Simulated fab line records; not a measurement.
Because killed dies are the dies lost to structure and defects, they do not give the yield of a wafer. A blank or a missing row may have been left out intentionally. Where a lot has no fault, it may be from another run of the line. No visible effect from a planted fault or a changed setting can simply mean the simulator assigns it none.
fab line records + flow nand-harc
record:
- lots: 12
- wafers: 36
- last-day: 33
route steps=1302 shown A_BLC@1123 END@1302
lots with no fault: from the same line, run without faults
start-h: hours from the record's opening day to when the first of the lot's shown wafers began + wait-h: hours elapsed since this lot's preceding step + " as in the row above + L1.1+2: one row covering several wafers at once + - value missing, or start not given + * or withheld: withheld + < > ~ a bound
route shown NAME@n: names a module that has steps shown in the file, with the first one's number in the route + usual: mean/standard deviation of fault-free wafers + same: alike in all rows + chamber/n: place in a boat + sites: the reading at each site + _std_site: their standard deviation + _edge_site: inner sites' mean taken away from outer sites' mean + radius-mm: how far each site lies from the wafer's centre + mask NAME#n: copy n + behind: tool/chamber where the wafer was last shaped + hold: why the lot was held/for how many hours/how that ended + device: the transistor (n, p or np) that didn't switch + end of line: the tests these same wafers got at the end of their route + a step without rows: its recipe alone + killed: the dies lost at the first sort to structure and to defects; this is not the yield of the wafer + map: dies across one wafer; x = killed, . = not, _ = none there
set.NAME: setting as actually run; set.NAME@STEP: the setting as run at that earlier step + model.NAME: the simulator's own value behind a step, which no gauge read
a sample of lots followed through the steps of the route, with each step as a table and each wafer as a row
services: from which hour (start-h, from the record's first day; less than 0 if before it) a tool's chamber was out of use, for how many hours, and why
== steps ==
step: NHARC_A_BLC_ETCH_18
recipe:
- target-depth-a: 9100
- c4f8-flow-sccm: 20
- o2-flow-sccm: 10
- ar-flow-sccm: withheld
- rf-w: 600
- bias-w: 1500
- chemistry: C4F8/O2/Ar
usual:
- bias-w: 1500/4.5
- chamber-pressure-mTorr: 25.001/0.023
- oes-product-au: 0.948/0.022
- rf-vpp-V: 980/6.6
| lot.wafer | tool        | chamber | start-h | wait-h | bias-w | chamber-pressure-mTorr | oes-product-au | rf-hours-counter-h | rf-vpp-V |
|-----------|-------------|---------|---------|--------|--------|------------------------|----------------|--------------------|----------|
| L708.1    | rie-diel-11 | 1       | 527.25  | -      | 1502   | 25.011                 | 0.954          | 6                  | 988      |
| L708.6    | "           | 2       | "       | "      | 1504   | 25.002                 | 0.939          | -                  | 985      |
| L708.5    | "           | 1       | "       | "      | 1504   | 25.046                 | 0.955          | -                  | 986      |
| L711.4    | rie-diel-11 | 3       | 541.43  | -      | 1494   | 25.014                 | 0.940          | 8                  | 983      |
| L711.3    | "           | 0       | "       | "      | 1489   | 25.007                 | 0.955          | 8                  | 970      |
| L711.5    | "           | 0       | "       | "      | 1491   | 25.010                 | 0.955          | -                  | 968      |
| L712.3    | rie-diel-11 | 3       | 550.22  | -      | 1504   | 25.009                 | 0.919          | 10                 | 983      |
| L712.4    | "           | 1       | "       | "      | 1502   | 24.978                 | 0.922          | 9                  | 987      |
| L712.1    | "           | 2       | "       | "      | 1493   | 24.966                 | 0.922          | 8                  | 984      |
| L714.3    | rie-diel-13 | 1       | 580.25  | -      | 1497   | 25.021                 | 0.970          | 18                 | 987      |
| L714.2    | "           | 2       | "       | "      | 1496   | 25.002                 | 0.974          | 19                 | 976      |
| L714.5    | "           | 1       | "       | "      | 1502   | 24.974                 | 0.968          | -                  | 985      |
| L715.3    | rie-diel-08 | 3       | 597.90  | -      | 1498   | 25.030                 | 0.988          | 3                  | 982      |
| L715.5    | "           | 0       | "       | "      | 1503   | 24.998                 | 0.978          | -                  | 969      |
| L715.6    | "           | 1       | "       | "      | 1497   | 24.981                 | 0.952          | -                  | 988      |
| L718.3    | rie-diel-11 | 0       | 632.99  | -      | -      | -                      | -              | -                  | -        |
| L718.5    | "           | 3       | "       | "      | -      | -                      | -              | -                  | -        |
| L718.6    | "           | 0       | "       | "      | -      | -                      | -              | -                  | -        |
| L721.3    | rie-diel-08 | 1       | 636.70  | -      | -      | -                      | -              | -                  | -        |
| L721.5    | "           | 2       | "       | "      | -      | -                      | -              | -                  | -        |
| L721.6    | "           | 3       | "       | "      | -      | -                      | -              | -                  | -        |
| L726.2    | rie-diel-11 | 0       | 698.47  | -      | 1494   | 24.978                 | 0.956          | 9                  | 968      |
| L726.1    | "           | 1       | "       | "      | 1510   | 24.989                 | 0.957          | 8                  | 987      |
| L726.5    | "           | 1       | "       | "      | 1509   | 24.988                 | 0.950          | -                  | 987      |
| L727.1    | rie-diel-08 | 2       | 706.07  | -      | 1493   | 25.021                 | 0.934          | 11                 | 980      |
| L727.5    | "           | 3       | "       | "      | 1494   | 25.008                 | 0.953          | -                  | 982      |
| L727.6    | "           | 0       | "       | "      | 1507   | 25.027                 | 0.974          | -                  | 971      |
| L728.1    | rie-diel-08 | 1       | 713.12  | -      | 1500   | 24.999                 | 0.906          | 11                 | 988      |
| L728.2    | "           | 2       | "       | "      | 1497   | 24.979                 | 0.911          | 11                 | 981      |
| L728.5    | "           | 0       | "       | "      | 1499   | 25.005                 | 0.935          | -                  | 969      |
| L730.2    | rie-diel-11 | 1       | 725.91  | 0.7    | 1500   | 24.969                 | 0.941          | 11                 | 987      |
| L730.4    | "           | 2       | "       | "      | 1508   | 24.977                 | 0.954          | -                  | 984      |
| L730.3    | "           | 1       | "       | "      | 1500   | 24.962                 | 0.927          | -                  | 986      |
| L731.2    | rie-diel-11 | 0       | 747.11  | -      | 1505   | 25.002                 | 0.923          | 11                 | 970      |
| L731.3    | "           | 1       | "       | "      | 1490   | 25.032                 | 0.953          | 15                 | 985      |
| L731.6    | "           | 0       | "       | "      | 1503   | 24.990                 | 0.920          | -                  | 968      |
step: NHARC_A_BLC_STRIP_29
recipe:
- cf4-flow-sccm: 150
- ar-flow-sccm: 0
- bias-w: 0
- chemistry: CF4
usual:
- chamber-pressure-mTorr: 50.00/0.045
- drypump-motor-current-A: 5.4/0.52
- oes-product-au: 1.001/0.012
- rf-vpp-V: 59.4/0.91
- showerhead-plenum-p-Torr: 1.80/0.079
- throttle-valve-pct: 13.284/0.0092
| lot.wafer | tool        | chamber | start-h | wait-h | chamber-pressure-mTorr | drypump-motor-current-A | oes-product-au | rf-hours-counter-h | rf-vpp-V | showerhead-plenum-p-Torr | throttle-valve-pct |
|-----------|-------------|---------|---------|--------|------------------------|-------------------------|----------------|--------------------|----------|--------------------------|--------------------|
| L708.1    | rie-diel-11 | 2       | 527.66  | 0.1    | 50.02                  | 6.3                     | 0.980          | 5                  | 60.1     | 1.84                     | 13.287             |
| L708.6    | "           | 3       | "       | "      | 50.01                  | 6.2                     | 1.003          | -                  | 59.5     | 1.84                     | 13.294             |
| L708.5    | "           | 1       | "       | "      | 49.97                  | 5.0                     | 0.981          | -                  | 59.5     | 1.88                     | 13.276             |
| L711.3    | rie-diel-08 | 2       | 541.87  | 0.1    | 49.90                  | 5.0                     | 1.001          | 9                  | 59.8     | 1.79                     | 13.283             |
| L711.4    | "           | 0       | "       | "      | 49.97                  | 4.8                     | 0.999          | 8                  | 58.0     | 1.66                     | 13.279             |
| L711.5    | "           | 3       | "       | "      | 50.00                  | 5.7                     | 1.019          | -                  | 59.0     | 1.83                     | 13.285             |
| L712.4    | rie-diel-11 | 0       | 550.66  | 0.1    | 50.02                  | 5.4                     | 1.018          | 9                  | 56.5     | 1.65                     | 13.256             |
| L712.3    | "           | 1       | "       | "      | 50.08                  | 5.0                     | 0.998          | 10                 | 60.8     | 1.88                     | 13.287             |
| L712.1    | "           | 3       | "       | "      | 49.97                  | 6.2                     | 0.990          | 10                 | 59.0     | 1.84                     | 13.285             |
| L714.2    | rie-diel-13 | 2       | 580.66  | 0.1    | 50.05                  | 5.5                     | 1.007          | 19                 | 57.4     | 1.77                     | 13.276             |
| L714.3    | "           | 0       | "       | "      | 50.02                  | 5.3                     | 0.982          | 20                 | 58.4     | 1.79                     | 13.275             |
| L714.5    | "           | 1       | "       | "      | 50.00                  | 5.9                     | 0.995          | -                  | 59.1     | 1.86                     | 13.268             |
| L715.3    | rie-diel-11 | 0       | 598.27  | 0.1    | 49.97                  | 5.4                     | 1.015          | 12                 | 58.3     | 1.65                     | 13.291             |
| L715.5    | "           | 1       | "       | "      | 50.03                  | 5.0                     | 0.993          | -                  | 59.2     | 1.88                     | 13.291             |
| L715.6    | "           | 2       | "       | "      | 50.01                  | 6.3                     | 0.995          | -                  | 58.2     | 1.83                     | 13.280             |
| L718.3    | rie-diel-13 | 1       | 633.40  | 0.1    | 49.96                  | 5.9                     | 1.014          | 30                 | 59.6     | 1.85                     | 13.287             |
| L718.6    | "           | 0       | "       | "      | 49.96                  | 5.3                     | 1.009          | -                  | 60.1     | 1.78                     | 13.286             |
| L718.5    | "           | 1       | "       | "      | 49.95                  | 5.9                     | 1.017          | -                  | 61.4     | 1.85                     | 13.292             |
| L721.3    | rie-diel-11 | 1       | 637.06  | 0.1    | 50.06                  | 5.0                     | 0.987          | 1                  | 59.7     | 1.88                     | 13.289             |
| L721.6    | "           | 3       | "       | "      | 49.97                  | 6.2                     | 0.994          | -                  | 59.3     | 1.84                     | 13.282             |
| L721.5    | "           | 0       | "       | "      | 50.06                  | 5.4                     | 0.988          | -                  | 58.7     | 1.64                     | 13.276             |
| L726.1    | rie-diel-08 | 0       | 698.98  | 0.1    | 50.01                  | 4.8                     | 1.009          | 10                 | 58.0     | 1.66                     | 13.288             |
| L726.2    | "           | 1       | "       | "      | 49.96                  | 4.9                     | 0.997          | 10                 | 58.5     | 1.89                     | 13.286             |
| L726.5    | "           | 3       | "       | "      | 50.02                  | 5.7                     | 1.014          | -                  | 59.7     | 1.82                     | 13.273             |
| L727.1    | rie-diel-11 | 0       | 706.42  | 0.1    | 49.97                  | 5.4                     | 0.996          | 9                  | 57.4     | 1.64                     | 13.286             |
| L727.5    | "           | 2       | "       | "      | 50.01                  | 6.3                     | 0.993          | -                  | 60.1     | 1.83                     | 13.304             |
| L727.6    | "           | 1       | "       | "      | 50.02                  | 5.0                     | 0.984          | -                  | 59.9     | 1.88                     | 13.273             |
| L728.1    | rie-diel-08 | 3       | 713.52  | 0.1    | 50.05                  | 5.8                     | 1.003          | 11                 | 59.8     | 1.82                     | 13.266             |
| L728.2    | "           | 1       | "       | "      | 49.96                  | 4.9                     | 0.986          | 11                 | 59.9     | 1.89                     | 13.290             |
| L728.5    | "           | 3       | "       | "      | 50.00                  | 5.7                     | 0.994          | -                  | 58.8     | 1.82                     | 13.280             |
| L730.2    | rie-diel-11 | 1       | 726.48  | 0.1    | 49.94                  | 5.0                     | 0.989          | 11                 | 58.1     | 1.88                     | 13.289             |
| L730.4    | "           | 1       | "       | "      | 50.14                  | 5.0                     | 0.991          | -                  | 60.1     | 1.88                     | 13.289             |
| L730.3    | "           | 2       | "       | "      | 50.03                  | 6.3                     | 1.003          | -                  | 59.4     | 1.83                     | 13.280             |
| L731.2    | rie-diel-08 | 2       | 747.62  | 0.1    | 50.03                  | 5.0                     | 0.994          | 1                  | 60.1     | 1.79                     | 13.281             |
| L731.3    | "           | 3       | "       | "      | 50.03                  | 5.7                     | 1.018          | 1                  | 58.4     | 1.82                     | 13.298             |
| L731.6    | "           | 2       | "       | "      | 50.02                  | 5.0                     | 1.010          | -                  | 59.9     | 1.79                     | 13.286             |
step: NHARC_A_BLC_DEGAS_30
recipe:
- temp-c: 300
- time-s: 60
usual:
- heater-power-w: 482/46
- susceptor-temp-C: 300.00/0.2
| lot.wafer | tool           | chamber | start-h | wait-h | heater-power-w | susceptor-temp-C |
|-----------|----------------|---------|---------|--------|----------------|------------------|
| L708.1    | pvd-sputter-02 | -       | 528.25  | -      | 489            | 299.90           |
| L708.5    | "              | -       | "       | "      | 487            | 299.95           |
| L708.6    | "              | -       | "       | "      | 567            | 299.78           |
| L711.4    | pvd-sputter-02 | -       | 542.40  | -      | 495            | -                |
| L711.3    | "              | -       | "       | "      | 496            | -                |
| L711.5    | "              | -       | "       | "      | 481            | -                |
| L712.4    | pvd-sputter-03 | -       | 551.18  | -      | 521            | 300.17           |
| L712.3    | "              | -       | "       | "      | 414            | 299.91           |
| L712.1    | "              | -       | "       | "      | 480            | 300.01           |
| L714.3    | pvd-sputter-02 | -       | 581.18  | -      | 493            | -                |
| L714.2    | "              | -       | "       | "      | 557            | -                |
| L714.5    | "              | -       | "       | "      | 498            | -                |
| L715.3    | pvd-sputter-01 | -       | 598.78  | -      | 475            | 300.40           |
| L715.6    | "              | -       | "       | "      | 448            | 299.86           |
| L715.5    | "              | -       | "       | "      | 415            | 300.04           |
| L718.3    | pvd-sputter-03 | -       | 633.93  | -      | 399            | 300.00           |
| L718.5    | "              | -       | "       | "      | 526            | 300.31           |
| L718.6    | "              | -       | "       | "      | 389            | 299.94           |
| L721.3    | pvd-sputter-01 | -       | 637.59  | -      | 476            | 300.13           |
| L721.5    | "              | -       | "       | "      | 450            | 300.03           |
| L721.6    | "              | -       | "       | "      | 411            | 300.13           |
| L726.2    | pvd-sputter-02 | -       | 699.50  | -      | 474            | 300.15           |
| L726.1    | "              | -       | "       | "      | 520            | 299.78           |
| L726.5    | "              | -       | "       | "      | 586            | 300.11           |
| L727.1    | pvd-sputter-01 | -       | 706.98  | -      | 475            | 299.98           |
| L727.6    | "              | -       | "       | "      | 434            | 300.15           |
| L727.5    | "              | -       | "       | "      | 488            | 299.84           |
| L728.1    | pvd-sputter-01 | -       | 714.05  | -      | 446            | 300.20           |
| L728.2    | "              | -       | "       | "      | 484            | 299.81           |
| L728.5    | "              | -       | "       | "      | 439            | 300.01           |
| L730.2    | pvd-sputter-02 | -       | 727.12  | -      | 514            | 300.04           |
| L730.4    | "              | -       | "       | "      | 511            | 299.79           |
| L730.3    | "              | -       | "       | "      | 564            | 300.02           |
| L731.2    | pvd-sputter-03 | -       | 748.13  | -      | 374            | 300.26           |
| L731.3    | "              | -       | "       | "      | 480            | 300.21           |
| L731.6    | "              | -       | "       | "      | 434            | 300.17           |
step: NHARC_A_BLC_CMP_25
recipe:
- t-overpolish-s: 30
- target-thk-nm: 150
usual:
- motor-current-A: 12.0/1
- overpolish-run-s: 30.000/0.0091
- time-to-endpoint-s: 30.3/2.9
| lot.wafer | tool   | chamber | start-h | wait-h | motor-current-A | overpolish-run-s | time-to-endpoint-s |
|-----------|--------|---------|---------|--------|-----------------|------------------|--------------------|
| L708.1    | cmp-04 | 3       | 529.27  | 0.5    | 13.1            | 30.002           | 26.7               |
| L708.6    | "      | 1       | "       | "      | 13.5            | 29.991           | 36.6               |
| L708.5    | "      | 2       | "       | "      | 14.7            | 30.001           | 34.8               |
| L711.3    | cmp-02 | 2       | 543.39  | 0.3    | 11.5            | 29.985           | 31.2               |
| L711.4    | "      | 0       | "       | "      | 11.0            | 30.007           | 30.4               |
| L711.5    | "      | 1       | "       | "      | 11.6            | 30.004           | 29.8               |
| L712.3    | cmp-02 | 3       | 552.16  | 0.2    | 11.9            | 30.011           | 28.7               |
| L712.1    | "      | 0       | "       | "      | 11.5            | 30.007           | 31.0               |
| L712.4    | "      | 2       | "       | "      | 11.9            | 30.013           | 29.6               |
| L714.2    | cmp-01 | 0       | 582.15  | 0.5    | 10.5            | 30.006           | 31.2               |
| L714.3    | "      | 1       | "       | "      | 10.7            | 29.988           | 29.0               |
| L714.5    | "      | 0       | "       | "      | 11.5            | 29.993           | 31.3               |
| L715.3    | cmp-01 | 0       | 599.81  | 0.3    | 11.2            | 29.995           | 25.5               |
| L715.5    | "      | 1       | "       | "      | 10.7            | 29.981           | 26.4               |
| L715.6    | "      | 2       | "       | "      | 13.3            | 30.014           | 26.4               |
| L718.3    | cmp-02 | 1       | 635.44  | 0.3    | 12.1            | 30.002           | 28.7               |
| L718.6    | "      | 0       | "       | "      | 11.3            | 30.003           | 28.5               |
| L718.5    | "      | 1       | "       | "      | 12.2            | 30.002           | 29.6               |
| L721.3    | cmp-02 | 1       | 638.63  | 0.3    | 10.8            | 30.007           | 26.3               |
| L721.6    | "      | 3       | "       | "      | 11.9            | 30.016           | 28.4               |
| L721.5    | "      | 0       | "       | "      | 11.9            | 30.005           | 26.6               |
| L726.2    | cmp-01 | 2       | 700.48  | 0.5    | 12.9            | 29.994           | 27.7               |
| L726.1    | "      | 0       | "       | "      | 11.4            | 29.997           | 30.7               |
| L726.5    | "      | 2       | "       | "      | 12.6            | 30.012           | 28.4               |
| L727.1    | cmp-02 | 0       | 708.07  | 0.5    | 11.7            | 29.996           | 31.4               |
| L727.5    | "      | 1       | "       | "      | 12.1            | 30.014           | 33.8               |
| L727.6    | "      | 2       | "       | "      | 11.7            | 30.002           | 31.5               |
| L728.1    | cmp-02 | 2       | 715.16  | 0.4    | 11.5            | 29.994           | 32.0               |
| L728.2    | "      | 0       | "       | "      | 11.6            | 30.012           | 27.3               |
| L728.5    | "      | 2       | "       | "      | 11.6            | 30.020           | 29.9               |
| L730.2    | cmp-02 | 1       | 728.16  | 0.4    | 11.5            | 29.996           | 35.4               |
| L730.3    | "      | 2       | "       | "      | 11.2            | 29.991           | 33.3               |
| L730.4    | "      | 3       | "       | "      | 11.9            | 29.995           | 33.2               |
| L731.2    | cmp-02 | 3       | 749.17  | 0.4    | 11.2            | 30.012           | 28.5               |
| L731.3    | "      | 0       | "       | "      | 11.4            | 30.012           | 30.8               |
| L731.6    | "      | 3       | "       | "      | 11.5            | 29.998           | 28.6               |
step: NHARC_END_SORT_01
recipe:
- temp-c: 25
usual:
- killed-at-array: 55/19
- killed-at-other: 0.8/1.1
- killed-at-periphery: 4.0/2.6
- killed-dies: 60/20
- killed-open: 3.4/1.7
- killed-short: 2.6/1.5
same:
- gross-dies: 677
| lot.wafer | tool      | chamber | start-h | wait-h | killed-at-array | killed-at-other | killed-at-periphery | killed-dies | killed-open | killed-short |
|-----------|-----------|---------|---------|--------|-----------------|-----------------|---------------------|-------------|-------------|--------------|
| L718.3    | prober-02 | 0       | 676.23  | 3.1    | 671             | 1               | 5                   | 677         | 5           | 5            |
| L718.5    | prober-02 | 0       | 677.87  | 3.8    | 671             | 0               | 6                   | 677         | 2           | 6            |
| L718.6    | prober-02 | 0       | 678.70  | 4.1    | 674             | 0               | 3                   | 677         | 5           | 2            |
| L721.3    | prober-01 | 0       | 684.05  | 3.1    | 673             | 0               | 4                   | 677         | 5           | 3            |
| L721.5    | prober-01 | 0       | 685.66  | 3.7    | 676             | 1               | 0                   | 677         | 3           | 2            |
| L721.6    | prober-01 | 0       | 686.47  | 4.0    | 673             | 0               | 4                   | 677         | 2           | 2            |
killed by level:class
L718.3 A_BLC:area-etch=615 A_CHANNEL_HOLE_D1:chamber-film-flake=28 A_STAIRCASE:chamber-film-flake=13 A_CHANNEL_HOLE_D2:chamber-film-flake=3 A_ONON_D2:geometric-particle:short=2 A_SGD_CUT:chamber-film-flake=2 P_STI:geometric-particle:open=1 P_CONTACT:geometric-particle:open=1
L718.5 A_BLC:area-etch=620 A_CHANNEL_HOLE_D1:chamber-film-flake=29 A_STAIRCASE:chamber-film-flake=10 A_CHANNEL_FILL_D2:geometric-particle:short=2 P_GATE:chamber-film-flake=2 P_M2:chamber-film-flake=2 A_CHANNEL_HOLE_D2:chamber-film-flake=2 A_WL_FILL:chamber-film-flake=2
L718.6 A_BLC:area-etch=615 A_CHANNEL_HOLE_D1:chamber-film-flake=32 A_STAIRCASE:chamber-film-flake=11 A_CHANNEL_HOLE_D2:chamber-film-flake=5 A_SLIT:chamber-film-flake=2 P_M0:geometric-particle:open=1 A_DECK1_JOINT:geometric-particle:short=1 A_ONON_D2:geometric-particle:open=1
L721.3 A_BLC:area-etch=618 A_SLIT:chamber-film-flake=28 A_CHANNEL_HOLE_D2:chamber-film-flake=6 A_STAIRCASE:chamber-film-flake=5 P_M2:chamber-film-flake=3 A_CHANNEL_FILL_D2:chamber-film-flake=3 A_CHANNEL_HOLE_D1:chamber-film-flake=2 A_CONTACT:chamber-film-flake=2
L721.5 A_BLC:area-etch=616 A_SLIT:chamber-film-flake=27 A_CHANNEL_HOLE_D2:chamber-film-flake=11 A_CHANNEL_HOLE_D1:chamber-film-flake=8 A_STAIRCASE:chamber-film-flake=3 A_WL_FILL:chamber-film-flake=3 A_CONTACT:chamber-film-flake=2 A_ONON_D2:geometric-particle:short=1
L721.6 A_BLC:area-etch=613 A_SLIT:chamber-film-flake=33 A_CHANNEL_HOLE_D1:chamber-film-flake=7 A_CHANNEL_HOLE_D2:chamber-film-flake=4 A_STAIRCASE:chamber-film-flake=4 A_WL_FILL:chamber-film-flake=3 A_DECK1_JOINT:chamber-film-flake=2 A_CHANNEL_FILL_D2:chamber-film-flake=2
== services ==
| tool           | chamber | start-h | hours | kind   |
|----------------|---------|---------|-------|--------|
| rie-diel-13    | -       | 519.00  | 9.0   | pm     |
| cmp-01         | -       | 521.00  | 1.2   | repair |
| rie-diel-11    | 0       | 521.21  | 12.1  | repair |
| pvd-sputter-03 | -       | 526.03  | 10.0  | pm     |
| cmp-02         | -       | 526.50  | 4.0   | pm     |
| pvd-sputter-01 | -       | 536.02  | 0.6   | repair |
| rie-diel-08    | -       | 544.80  | 9.0   | pm     |
| cmp-02         | -       | 552.36  | 0.5   | repair |
| cmp-02         | -       | 574.66  | 7.4   | repair |
| pvd-sputter-01 | -       | 582.00  | 10.0  | pm     |
| cmp-02         | -       | 589.74  | 1.5   | repair |
| rie-diel-11    | -       | 609.50  | 9.0   | pm     |
| cmp-02         | -       | 612.79  | 2.0   | repair |
| cmp-02         | -       | 615.43  | 1.4   | repair |
| cmp-02         | -       | 624.50  | 4.0   | pm     |
| rie-diel-08    | -       | 627.54  | 1.7   | repair |
| rie-diel-08    | 1       | 630.71  | 1.6   | repair |
| pvd-sputter-02 | -       | 638.00  | 10.0  | pm     |
| rie-diel-11    | 3       | 641.19  | 126.5 | repair |
| rie-diel-08    | 2       | 667.53  | 13.4  | repair |
| pvd-sputter-01 | -       | 687.57  | 7.6   | repair |
| rie-diel-08    | -       | 721.80  | 9.0   | pm     |
| rie-diel-11    | 0       | 722.16  | 22.3  | repair |
| cmp-02         | -       | 722.50  | 4.0   | pm     |
== key ==
first-sign:
- step: NHARC_A_BLC_ETCH_18
- reading: tool-record
- direction: missing
effect:
- step: NHARC_END_SORT_01
- reading: killed-at-array
- direction: up
- sigmas: 32
- usual: 55
- struck: 673
more-kills-born-at:
- NHARC_A_BLC_ETCH_18@rie-diel-11: 1850
- NHARC_A_BLC_ETCH_18@rie-diel-08: 1847
met-at NHARC_A_BLC_ETCH_18
struck-lots L718,L721
later-rows-left-out L718.3,L718.5,L718.6,L721.3,L721.5,L721.6
tester-left-out L718,L721
not-acting-at NHARC_A_BLC_STRIP_29,NHARC_A_BLC_DEGAS_30,NHARC_A_BLC_CMP_25
onset-between 597.90 632.99
fault:
- kind: skipped-step-whole
- tool: rie-diel-08,rie-diel-11
- chamber: -
- onset-h: 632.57
- steps: NHARC_A_BLC_ETCH_18
- scope: struck-lots-only
tester-left-out: of these lots the tester's yield and bins aren't shown, on N5 and GAA mostly nor the transistor test; their killed dies are dies lost to structure and defects alone, not to doping, threshold or leakage, so they don't give the yield
later-rows-left-out: the simulator's readings of these wafers behind a module that went badly wrong aren't trusted and aren't shown, but for the sort
